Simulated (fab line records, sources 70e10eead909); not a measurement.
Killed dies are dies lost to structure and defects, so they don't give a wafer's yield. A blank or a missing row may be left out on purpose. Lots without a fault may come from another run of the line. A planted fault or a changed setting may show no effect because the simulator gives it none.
Which tool did it? | flow nand_harc | 7 lots, 21 wafers sampled, at 1 step of a route of 1302

WHAT THE GAUGES READ, wafer by wafer
NHARC_A_BLC_INSPECT_12.
lot  | measured     | on                | raw_defect_count
L590 | day 23 07:56 | defect_inspect-01 | 152 183 155
L594 | day 24 03:08 | defect_inspect-01 | 115 121 114
L596 | day 26 02:06 | defect_inspect-02 | 121 118 116
L599 | day 26 21:27 | defect_inspect-02 | 60 57 66
L600 | day 27 07:26 | defect_inspect-02 | 79 79 90
L610 | day 30 21:13 | defect_inspect-01 | 25 21 20
L611 | day 31 17:43 | defect_inspect-01 | 68 53 65

WHICH TOOL RAN EACH LOT (tool, then ch and the chambers of the sampled wafers, then the start)
The record holds no process step before these readings.

THE ANSWER, worked out from the rows above alone
Rule: what is usual is taken from the lots themselves. Put in order of their means at a reading, lots are off if they are a third of the lots or fewer, leave a main group of 4 or more, and stand apart from it by a gap of 3 or more times the standard deviation of the main group's means; of several such gaps the widest counts. A main group whose means are all the same, to the digits that the tables above print for the reading, isn't used. A lot without any number at a reading at which 4 lots or more have one is off too. The other lots that the step has rows for count as sound.
No lot is off at any reading shown: from this, nothing can be told.

WHAT THE SIMULATOR HAD PUT IN
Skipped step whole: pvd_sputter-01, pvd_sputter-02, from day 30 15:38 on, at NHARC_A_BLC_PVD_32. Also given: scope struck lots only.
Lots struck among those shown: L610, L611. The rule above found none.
